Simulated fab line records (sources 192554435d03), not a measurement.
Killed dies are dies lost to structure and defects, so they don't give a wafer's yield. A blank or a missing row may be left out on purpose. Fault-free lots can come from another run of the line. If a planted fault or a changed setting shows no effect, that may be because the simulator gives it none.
fab line records	flow n5-finfet
[record] lots = 8	wafers = 24	last-day = 19
route steps=1938 shown BEOL_M1@767 BEOL_M4@1111 PASSIVATION@1936
lots that met no fault: taken from a fault-free run of the same line
start-h: hours from the record's opening day to when the first of the lot's shown wafers began	wait-h: hours from the lot's prior step to this one	" repeats the value in the row above	L1.1+2: several wafers, shown together as one row	- no value present, or no start provided	* or withheld: withheld	< > ~ a bound
route shown NAME@n: a module of which the file shows steps, and the number in the route of the first	usual: average and standard deviation across the fault-free wafers	same: alike in all rows	chamber/n: place in a boat	sites: readings site by site	_std_site: how widely they spread, as a standard deviation	_edge_site: the outer-site mean with the inner-site mean subtracted	radius-mm: for every site, how far away it sits from the centre of the wafer	mask NAME#n: copy n	behind: the tool/chamber that last shaped the wafer	hold: what put the lot on hold/how long, in hours/how the hold closed	device: whichever transistor did not switch (one of n, p or np)	end of line: the tests these same wafers got at the end of their route	for a step that has no rows: nothing shown but its recipe	killed: not the wafer's yield, but the dies lost to structure and defects at the first sort	map: dies across one wafer; x = killed, . = not, _ = none there
set.NAME: the setting that was run; set.NAME@STEP: the one run at that earlier step	model.NAME: the simulator's own value behind a step, which no gauge read
steps of the route over a sample of lots; a table a step, a row a wafer
services: when a tool's chamber went out of use (start-h, in hours from the record's first day, below 0 if earlier), for how many hours, and the reason
[[steps]]
[step N5_BEOL_M1_DESCUM_16]
[recipe] chemistry = O2	time-s = 7	source-power-w = 50	bias-power-w = 20	pressure-mtorr = 20	rf-frequency-hz = 2.712e+07	temp-c = 40	resist = CAR-EUV	o2-flow-sccm = 225
[usual] chamber-pressure-mTorr = 20.000/0.018	drypump-motor-current-A = 5.8/0.38	oes-product-au = 0.78/0.062	rf-vpp-V = 243.8/1.1	showerhead-plenum-p-Torr = 2.13/0.058	throttle-valve-pct = 20.47/0.13
lot.wafer	tool	chamber	start-h	wait-h	chamber-pressure-mTorr	drypump-motor-current-A	oes-product-au	rf-hours-counter-h	rf-vpp-V	showerhead-plenum-p-Torr	throttle-valve-pct
L512.2	rie-diel-05	2	121.27	0.0	20.019	5.8	0.74	182	244.3	2.17	20.62
L512.3	"	3	"	"	20.017	5.7	0.88	34	245.6	2.22	20.36
L512.5	"	2	"	"	19.993	5.7	0.74	-	245.1	2.17	20.62
L518.1	rie-diel-05	3	157.43	0.0	20.013	5.7	0.87	45	245.6	2.21	20.36
L518.3	"	0	"	"	19.997	5.2	0.81	80	243.0	2.11	20.62
L518.4	"	1	"	"	20.033	5.8	0.75	161	244.3	2.18	20.50
L521.1	rie-diel-04	2	177.33	0.0	20.025	6.5	0.73	203	242.9	2.08	20.34
L521.3	"	1	"	"	20.021	6.2	0.76	144	243.6	2.09	20.63
L521.6	"	1	"	"	20.001	6.2	0.76	-	244.0	2.09	20.63
L527.3	rie-diel-04	1	214.00	0.2	20.029	6.1	0.75	154	242.9	2.09	20.63
L527.5	"	1	"	"	19.995	6.1	0.75	-	244.1	2.09	20.64
L527.6	"	0	"	"	20.012	5.4	0.84	-	244.5	2.22	20.29
L529.1	rie-diel-05	2	219.02	0.0	19.987	5.7	0.72	211	244.2	2.16	20.66
L529.2	"	3	"	"	20.000	5.8	0.84	64	246.3	2.21	20.41
L529.4	"	0	"	"	19.991	5.2	0.80	98	243.6	2.10	20.65
L528.1	rie-diel-05	2	219.25	0.2	20.007	5.7	0.73	211	244.0	2.16	20.68
L528.2	"	3	"	"	20.015	5.7	0.84	64	245.0	2.21	20.40
L528.4	"	1	"	"	20.024	5.8	0.72	178	242.6	2.17	20.53
L532.1	rie-diel-05	2	237.75	0.0	20.014	5.7	0.72	218	244.1	2.15	20.68
L532.3	"	3	"	"	20.013	5.7	0.83	69	245.1	2.20	20.42
L532.4	"	1	"	"	20.010	5.8	0.72	185	244.3	2.17	20.53
L535.2	rie-diel-04	0	259.30	0.0	19.994	5.4	0.83	85	244.9	2.21	20.33
L535.5	"	0	"	"	19.995	5.4	0.83	-	244.8	2.21	20.31
L535.6	"	1	"	"	20.037	6.2	0.75	-	243.7	2.09	20.66
[step N5_BEOL_M1_ETCH_74]
[recipe] chemistry = N2/H2	target = underlayer	target-depth-a = 65	mask-material = CAR-EUV	time-s = 5.2	ion-energy-ev = 200	pressure-mtorr = 30	source-w = 840	bias-w = 150	n2-flow-sccm = 200	h2-flow-sccm = 200	ends = cleared
[usual] bias-w = 150.1/0.48	chamber-pressure-mTorr = 30.00/0.042	drypump-motor-current-A = 5.8/0.38	etch-rf-on-time-s = 5.17/0.1	oes-product-au = 0.66/0.055	rf-vpp-V = 525.0/2.4	showerhead-plenum-p-Torr = 2.59/0.073	throttle-valve-pct = 17.93/0.15
lot.wafer	tool	chamber	start-h	wait-h	bias-w	chamber-pressure-mTorr	drypump-motor-current-A	etch-rf-on-time-s	oes-product-au	rf-hours-counter-h	rf-vpp-V	showerhead-plenum-p-Torr	throttle-valve-pct
L512.2	rie-diel-05	2	121.30	0.0	150.1	29.98	5.7	5.32	0.62	182	527.4	2.63	18.05
L512.3	"	3	"	"	150.9	29.93	5.7	5.11	0.75	34	527.2	2.71	17.86
L512.5	"	2	"	"	150.0	30.00	5.7	5.31	0.63	-	526.0	2.63	18.05
L518.1	rie-diel-05	3	157.46	0.0	149.5	30.02	5.8	5.04	0.74	45	529.7	2.71	17.88
L518.3	"	0	"	"	150.1	30.01	5.2	5.22	0.69	80	522.4	2.57	18.16
L518.4	"	1	"	"	150.0	29.99	5.8	5.15	0.63	161	527.9	2.65	17.86
L521.1	rie-diel-04	2	177.37	0.0	150.1	30.03	6.5	5.26	0.62	203	524.3	2.53	17.87
L521.3	"	1	"	"	149.9	29.99	6.2	5.30	0.65	144	522.8	2.55	18.06
L521.6	"	1	"	"	150.3	30.06	6.2	5.27	0.64	-	524.0	2.55	18.08
L527.3	rie-diel-04	1	214.03	0.0	149.7	29.99	6.2	5.26	0.65	154	524.5	2.54	18.10
L527.5	"	1	"	"	150.5	29.94	6.2	5.21	0.64	-	522.6	2.54	18.11
L527.6	"	0	"	"	150.4	29.95	5.4	5.08	0.72	-	526.3	2.69	17.68
L529.1	rie-diel-05	2	219.05	0.0	150.3	30.05	5.7	5.28	0.62	211	526.2	2.62	18.10
L529.2	"	3	"	"	149.6	30.08	5.8	5.07	0.71	64	527.6	2.70	17.92
L529.4	"	0	"	"	149.9	29.95	5.2	5.22	0.69	98	525.0	2.56	18.18
L528.1	rie-diel-05	2	219.28	0.0	150.5	30.06	5.7	5.25	0.61	211	526.4	2.62	18.10
L528.2	"	3	"	"	149.9	29.96	5.7	5.04	0.71	64	528.4	2.70	17.92
L528.4	"	1	"	"	150.1	30.01	5.8	5.15	0.62	178	526.0	2.64	17.94
L532.1	rie-diel-05	2	237.78	0.0	150.1	30.03	5.7	5.30	0.61	218	526.4	2.61	18.10
L532.3	"	3	"	"	149.8	29.94	5.7	5.07	0.71	70	528.7	2.69	17.92
L532.4	"	1	"	"	149.4	30.02	5.8	5.23	0.62	185	527.2	2.64	17.97
L535.2	rie-diel-04	0	259.33	0.0	150.6	30.05	5.5	5.16	0.70	85	527.8	2.68	17.71
L535.5	"	0	"	"	149.9	30.04	5.5	5.24	0.70	-	527.1	2.68	17.70
L535.6	"	1	"	"	149.8	30.00	6.2	5.30	0.62	-	521.5	2.54	18.14
[step N5_BEOL_M1_STRIP_66]
[recipe] chemistry = CF4	resist = SiARC	power-w = 300	bias-power-w = 75	pressure-mtorr = 50	cf4-flow-sccm = 150	rf-frequency-hz = 6e+07
[usual] chamber-pressure-mTorr = 50.00/0.047	drypump-motor-current-A = 5.8/0.38	oes-product-au = 0.76/0.057	rf-vpp-V = 271.7/1.2	showerhead-plenum-p-Torr = 1.82/0.045	throttle-valve-pct = 13.62/0.17
lot.wafer	tool	chamber	start-h	wait-h	chamber-pressure-mTorr	drypump-motor-current-A	oes-product-au	rf-hours-counter-h	rf-vpp-V	showerhead-plenum-p-Torr	throttle-valve-pct
L512.2	rie-diel-05	2	121.48	0.0	49.99	5.7	0.73	182	271.6	1.86	13.84
L512.3	"	3	"	"	49.92	5.7	0.86	34	273.8	1.89	13.43
L512.5	"	2	"	"	50.01	5.7	0.73	-	271.1	1.86	13.83
L518.1	rie-diel-05	3	157.64	0.0	49.99	5.7	0.84	45	272.6	1.89	13.46
L518.3	"	0	"	"	49.97	5.2	0.81	80	272.5	1.81	13.68
L518.4	"	1	"	"	49.99	5.8	0.73	161	273.1	1.86	13.66
L521.1	rie-diel-04	2	177.54	0.0	50.00	6.5	0.73	203	270.7	1.78	13.58
L521.3	"	1	"	"	49.99	6.2	0.75	144	271.7	1.80	13.76
L521.6	"	1	"	"	49.99	6.2	0.75	-	271.1	1.80	13.77
L527.3	rie-diel-04	1	214.21	0.0	49.99	6.2	0.74	154	271.1	1.79	13.79
L527.5	"	1	"	"	49.94	6.2	0.74	-	270.7	1.79	13.80
L527.6	"	0	"	"	49.98	5.5	0.82	-	273.7	1.89	13.38
L529.1	rie-diel-05	2	219.23	0.0	49.97	5.7	0.71	211	272.2	1.85	13.90
L529.2	"	3	"	"	50.08	5.7	0.81	64	272.1	1.88	13.50
L529.4	"	0	"	"	50.00	5.2	0.79	98	271.2	1.80	13.70
L528.1	rie-diel-05	2	219.45	0.0	50.07	5.7	0.71	211	273.6	1.85	13.89
L528.2	"	3	"	"	49.97	5.7	0.81	64	274.0	1.88	13.51
L528.4	"	1	"	"	50.02	5.8	0.71	178	271.6	1.86	13.70
L532.1	rie-diel-05	2	237.96	0.0	49.97	5.7	0.71	218	272.4	1.85	13.93
L532.3	"	3	"	"	49.92	5.7	0.81	70	273.2	1.88	13.50
L532.4	"	1	"	"	50.01	5.8	0.71	185	272.6	1.85	13.71
L535.2	rie-diel-04	0	259.51	0.0	49.98	5.4	0.81	85	274.0	1.88	13.41
L535.5	"	0	"	"	50.03	5.4	0.81	-	273.2	1.88	13.41
L535.6	"	1	"	"	50.01	6.2	0.74	-	270.0	1.79	13.81
[step N5_BEOL_M1_INSPECT_30]
[recipe] mode = adi	inspect-instrument = brightfield
[usual] raw-defect-count = 409/98
lot.wafer	tool	chamber	start-h	wait-h	raw-defect-count
L512.2	defect-inspect-02	-	122.11	0.0	421
L512.3	"	-	"	"	411
L512.5	"	-	"	"	415
L518.1	defect-inspect-01	-	158.49	0.1	317
L518.3	"	-	"	"	309
L518.4	"	-	"	"	330
L521.1	defect-inspect-02	-	178.24	0.1	491
L521.3	"	-	"	"	680
L521.6	"	-	"	"	623
L527.3	defect-inspect-01	-	214.84	0.0	316
L527.5	"	-	"	"	256
L527.6	"	-	"	"	298
L529.1	defect-inspect-02	-	219.95	0.1	1503
L529.2	"	-	"	"	1447
L529.4	"	-	"	"	1661
L528.1	defect-inspect-02	-	221.10	0.1	1664
L528.2	"	-	"	"	1565
L528.4	"	-	"	"	1613
L532.1	defect-inspect-01	-	238.80	0.1	1639
L532.3	"	-	"	"	1541
L532.4	"	-	"	"	1552
L535.2	defect-inspect-02	-	260.14	0.0	456
L535.5	"	-	"	"	424
L535.6	"	-	"	"	493
[step N5_BEOL_M1_DESCUM_33]
[recipe] chemistry = O2	time-s = 7	source-power-w = 50	bias-power-w = 20	pressure-mtorr = 20	rf-frequency-hz = 2.712e+07	temp-c = 40	resist = CAR-EUV	o2-flow-sccm = 225
[usual] chamber-pressure-mTorr = 20.003/0.018	drypump-motor-current-A = 5.9/0.41	oes-product-au = 0.77/0.066	rf-vpp-V = 243.2/1.2	showerhead-plenum-p-Torr = 2.10/0.053	throttle-valve-pct = 20.45/0.12
lot.wafer	tool	chamber	start-h	wait-h	chamber-pressure-mTorr	drypump-motor-current-A	oes-product-au	rf-hours-counter-h	rf-vpp-V	showerhead-plenum-p-Torr	throttle-valve-pct
L512.2	rie-diel-03	1	122.14	0.0	20.016	6.0	0.93	18	242.2	2.06	20.30
L512.3	"	0	"	"	19.981	6.3	0.75	185	242.2	2.07	20.38
L512.5	"	3	"	"	19.983	5.6	0.72	-	243.3	2.08	20.49
L518.1	rie-diel-03	0	158.52	0.0	20.021	6.4	0.73	198	241.8	2.07	20.41
L518.3	"	3	"	"	20.041	5.6	0.70	202	243.4	2.07	20.51
L518.4	"	1	"	"	19.990	6.0	0.88	-	242.4	2.05	20.32
L521.1	rie-diel-04	3	178.28	0.0	20.021	6.4	0.70	174	242.4	2.09	20.41
L521.3	"	1	"	"	20.014	6.2	0.76	144	243.8	2.10	20.62
L521.6	"	2	"	"	19.954	6.5	0.73	-	241.5	2.08	20.38
L527.3	rie-diel-03	3	214.89	0.0	19.989	5.6	0.69	219	244.3	2.07	20.52
L527.5	"	2	"	"	19.972	5.5	0.74	-	241.9	2.08	20.31
L527.6	"	1	"	"	19.996	6.0	0.87	-	243.2	2.05	20.35
L529.1	rie-diel-03	3	219.99	0.0	20.004	5.6	0.69	221	241.2	2.07	20.54
L529.2	"	0	"	"	20.026	6.4	0.73	216	243.1	2.06	20.43
L529.4	"	2	"	"	20.028	5.5	0.74	192	240.6	2.08	20.31
L528.1	rie-diel-05	0	221.44	0.3	19.982	5.2	0.78	98	244.3	2.10	20.66
L528.2	"	1	"	"	20.004	5.8	0.73	179	245.1	2.17	20.52
L528.4	"	3	"	"	19.998	5.7	0.85	65	246.0	2.21	20.42
L532.1	rie-diel-05	0	238.83	0.0	19.986	5.2	0.79	104	243.2	2.10	20.65
L532.3	"	2	"	"	20.013	5.7	0.72	218	243.9	2.15	20.67
L532.4	"	3	"	"	19.994	5.7	0.83	70	244.5	2.20	20.42
L535.2	rie-diel-04	1	260.17	0.0	20.031	6.3	0.74	168	241.9	2.09	20.67
L535.5	"	3	"	"	20.000	6.5	0.69	-	243.6	2.08	20.47
L535.6	"	2	"	"	20.004	6.5	0.72	-	243.4	2.07	20.38
[step N5_BEOL_M4_RC_MEAS_101]
[usual] DIBL_N = 36.1/1.3	DIBL_P = 36.1/1.7	IOFF_N = 0.154/0.022	IOFF_P = 0.201/0.024	ION_N = 675/8.9	ION_P = 462/5.9	SS_N = 71.5/0.49	SS_P = 73.3/0.58	VT_N = 250.0/2.7	VT_P = -251.3/2.7
lot.wafer	tool	chamber	start-h	wait-h	DIBL_N[mV/V]	DIBL_P[mV/V]	IOFF_N[nA/um]	IOFF_P[nA/um]	ION_N[uA/um]	ION_P[uA/um]	SS_N[mV/dec]	SS_P[mV/dec]	VT_N[mV]	VT_P[mV]
L512.2	prober-01	0	164.01	0.2	35.6	34.7	0.148	0.194	674	468	71.6	73.1	249.6	-251.0
L512.3	"	0	"	"	35.7	34.9	0.151	0.200	688	470	72.3	73.5	249.3	-249.6
L512.5	"	0	"	"	35.3	34.9	0.147	0.196	678	463	72.2	72.6	247.7	-250.2
L518.1	prober-01	0	199.47	0.0	35.3	36.2	0.149	0.205	684	467	71.1	72.6	248.5	-249.8
L518.3	"	0	"	"	35.0	35.3	0.136	0.181	676	468	70.5	72.9	251.2	-249.1
L518.4	"	0	"	"	35.2	35.5	0.145	0.195	682	468	70.8	73.2	248.5	-248.5
L521.1	prober-02	0	231.69	0.0	35.2	34.1	0.136	0.174	662	452	71.4	72.9	253.5	-250.5
L521.3	"	0	"	"	35.0	35.0	0.151	0.192	672	460	71.7	73.4	252.1	-250.9
L521.6	"	0	"	"	36.8	36.7	0.176	0.218	679	462	71.6	74.1	247.8	-250.6
L528.1	prober-01	0	262.90	0.0	36.7	38.5	0.165	0.205	672	457	72.0	73.8	250.8	-254.0
L528.2	"	0	"	"	37.5	40.4	0.185	0.235	682	459	71.9	74.1	251.0	-249.4
L528.4	"	0	"	"	35.5	37.5	0.140	0.195	654	449	71.7	73.5	254.2	-251.7
L527.3	prober-02	0	267.70	0.3	36.6	36.4	0.151	0.210	669	463	71.4	73.1	252.1	-252.0
L527.5	"	0	"	"	36.5	36.1	0.146	0.202	671	459	71.2	73.2	249.7	-251.8
L527.6	"	0	"	"	36.6	36.7	0.154	0.210	680	464	71.6	72.8	247.6	-253.2
L529.1	prober-02	0	287.81	0.0	36.5	37.5	0.156	0.221	674	468	71.2	73.8	251.3	-248.6
L529.2	"	0	"	"	36.1	37.5	0.160	0.216	676	470	72.1	72.7	251.1	-247.2
L529.4	"	0	"	"	35.8	37.1	0.146	0.205	665	464	72.0	72.9	253.0	-247.0
L532.1	prober-02	0	293.24	0.0	38.8	38.7	0.206	0.234	693	465	72.0	74.5	246.4	-251.8
L532.3	"	0	"	"	38.5	38.0	0.195	0.228	696	471	71.5	74.8	247.9	-251.2
L532.4	"	0	"	"	36.1	35.9	0.144	0.182	675	458	71.0	73.2	250.5	-255.0
L535.2	prober-01	0	322.61	0.2	35.0	35.5	0.129	0.156	667	456	71.1	73.3	251.5	-255.6
L535.5	"	0	"	"	35.0	36.1	0.136	0.168	678	460	71.8	72.9	249.9	-253.4
L535.6	"	0	"	"	35.9	36.4	0.141	0.169	677	462	72.3	73.3	250.5	-256.6
[step N5_PASSIVATION_PROBE_49]
[usual] defect-limited-yield = 90.9/1.3	killed_at_M0_to_M3 = 35/10	killed_at_M4_up = 15/5.7	killed-at-contacts = 14/6.4	killed-at-front-end = 40/11	killed-at-other = 4/3.1	killed-dies = 108/16	killed-on-rim = 14/3.6	killed-open = 71/11	killed-short = 34/7.7	sort_bin_5_function = 5.4/0.9	sort_bin_6_memory = 3.4/0.61	sort-n-pass = 1072/16	sort-yield-pct = 90.9/1.3
[same] gross-dies = 1180	killed-at-back-side = 0	sort_bin_4_leakage[%] = 0	sort_bin_8_speed[%] = 0
lot.wafer	tool	chamber	start-h	wait-h	defect-limited-yield[%]	killed_at_M0_to_M3	killed_at_M4_up	killed-at-contacts	killed-at-front-end	killed-at-other	killed-dies	killed-on-rim	killed-open	killed-short	sort_bin_5_function[%]	sort_bin_6_memory[%]	sort-n-pass	sort-yield-pct[%]
L528.1	prober-01	-	369.59	0.0	81.4	161	15	10	30	4	220	27	66	29	10.3	4.2	960	81.4
L528.2	prober-01	-	369.64	0.1	81.9	151	13	14	32	3	213	32	58	32	11.4	3.2	967	81.9
L528.4	prober-01	-	369.74	0.2	79.3	195	12	5	28	4	244	11	67	22	12.3	4.4	936	79.3
L529.1	prober-01	-	389.91	0.0	81.4	146	21	17	31	4	219	30	61	34	11.4	3.3	961	81.4
L529.2	prober-01	-	389.96	0.1	81.9	164	12	16	20	1	213	28	45	34	10.8	3.6	967	81.9
L529.4	prober-01	-	390.06	0.2	79.0	172	18	20	36	2	248	19	66	26	13.9	3.7	932	79.0
L532.1	prober-02	-	394.23	0.0	83.1	142	9	10	33	5	199	23	48	24	9.8	2.9	981	83.1
L532.3	prober-02	-	394.33	0.1	80.3	147	15	18	44	9	233	34	62	42	10.8	4.3	947	80.3
L532.4	prober-02	-	394.38	0.2	77.3	171	5	19	68	5	268	13	81	39	14.2	4.2	912	77.3
// killed by level:class
L528.1 BEOL_M1:unspecified=123 MOL_CONTACT_COAG:geometric-particle:open=10 BEOL_M0_SAQP:geometric-particle:open=8 BEOL_M2:geometric-particle:open=8 FIN_SAQP:geometric-particle:open=6 GATE_CUT:geometric-particle:short=6 BEOL_M1:geometric-particle:open=5 GATE_CUT:geometric-particle:open=5
L528.2 BEOL_M1:unspecified=123 MOL_CONTACT_COAG:geometric-particle:open=13 FIN_SAQP:geometric-particle:open=7 FIN_SAQP:geometric-particle:short=7 BEOL_M0_SAQP:geometric-particle:open=7 BEOL_M4:geometric-particle:open=6 BEOL_M0:geometric-particle:open=5 BEOL_M0_SAQP:geometric-particle:short=5
L528.4 BEOL_M1:unspecified=152 BEOL_M2:geometric-particle:open=17 BEOL_M0_SAQP:geometric-particle:short=7 BEOL_M1:geometric-particle:open=7 FIN_SAQP:geometric-particle:open=6 DUMMY_GATE:geometric-particle:open=6 STI_FIN_REVEAL:geometric-particle:open=4 BEOL_M0_SAQP:geometric-particle:open=4
L529.1 BEOL_M1:unspecified=120 MOL_CONTACT_COAG:geometric-particle:open=16 BEOL_M2:geometric-particle:open=10 BEOL_M4:geometric-particle:open=9 BEOL_M0_SAQP:geometric-particle:short=8 BEOL_M0_SAQP:geometric-particle:open=7 FIN_SAQP:geometric-particle:short=5 GATE_CUT:geometric-particle:short=5
L529.2 BEOL_M1:unspecified=131 FIN_SAQP:geometric-particle:short=12 MOL_CONTACT_COAG:geometric-particle:open=12 BEOL_M0_SAQP:geometric-particle:short=12 BEOL_M0_SAQP:geometric-particle:open=8 BEOL_M2:geometric-particle:open=5 MOL_CONTACT_COAG:geometric-particle:short=4 FIN_SAQP:geometric-particle:open=3
L529.4 BEOL_M1:unspecified=151 MOL_CONTACT_COAG:geometric-particle:open=14 BEOL_M2:geometric-particle:open=9 GATE_CUT:geometric-particle:open=7 FIN_SAQP:geometric-particle:open=5 GATE_CUT:geometric-particle:short=5 MOL_CONTACT_COAG:geometric-particle:short=5 STI_FIN_REVEAL:geometric-particle:open=4
L532.1 BEOL_M1:unspecified=127 MOL_CONTACT_COAG:geometric-particle:open=8 STI_FIN_REVEAL:geometric-particle:open=7 FIN_SAQP:geometric-particle:open=5 FIN_SAQP:geometric-particle:short=5 BEOL_M0:geometric-particle:open=4 DUMMY_GATE:geometric-particle:open=3 BEOL_M1:geometric-particle:open=3
L532.3 BEOL_M1:unspecified=125 MOL_CONTACT_COAG:geometric-particle:open=15 FIN_SAQP:geometric-particle:short=13 STI_FIN_REVEAL:geometric-particle:open=6 BEOL_M5:geometric-particle:open=5 DUMMY_GATE:geometric-particle:open=4 FIN_SAQP:geometric-particle:open=3 GATE_CUT:geometric-particle:short=3
L532.4 BEOL_M1:unspecified=145 MOL_CONTACT_COAG:geometric-particle:open=17 FIN_SAQP:geometric-particle:open=15 FIN_SAQP:geometric-particle:short=13 DUMMY_GATE:geometric-particle:open=11 BEOL_M3:geometric-particle:open=6 STI_FIN_REVEAL:geometric-particle:open=5 GATE_CUT:geometric-particle:open=5
[[services]]
tool	chamber	start-h	hours	kind
rie-diel-05	-	140.08	0.4	repair
rie-diel-03	1	235.73	2.8	repair
rie-diel-03	-	252.66	2.8	pm
[[key]]
[first-sign] step = N5_BEOL_M1_INSPECT_30	reading = raw-defect-count	direction = up	sigmas = 12	usual = 409	struck = 1576
[effect] step = N5_PASSIVATION_PROBE_49	reading = killed_at_M0_to_M3	direction = up	sigmas = 12	usual = 35	struck = 161
[more-kills-born-at] N5_BEOL_M1_ETCH_74@rie-diel-05 = 1197
met-at N5_BEOL_M1_ETCH_74
struck-lots L528,L529,L532
not-acting-at N5_BEOL_M1_DESCUM_16,N5_BEOL_M1_STRIP_66,N5_BEOL_M1_DESCUM_33
onset-between 157.46 219.05
[fault] kind = chamber-particle-source	tool = rie-diel-05	chamber = -	onset-h = 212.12	steps = N5_BEOL_M1_ETCH_74	rate-per-visit-cm2 = 1.8183	end-h = 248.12
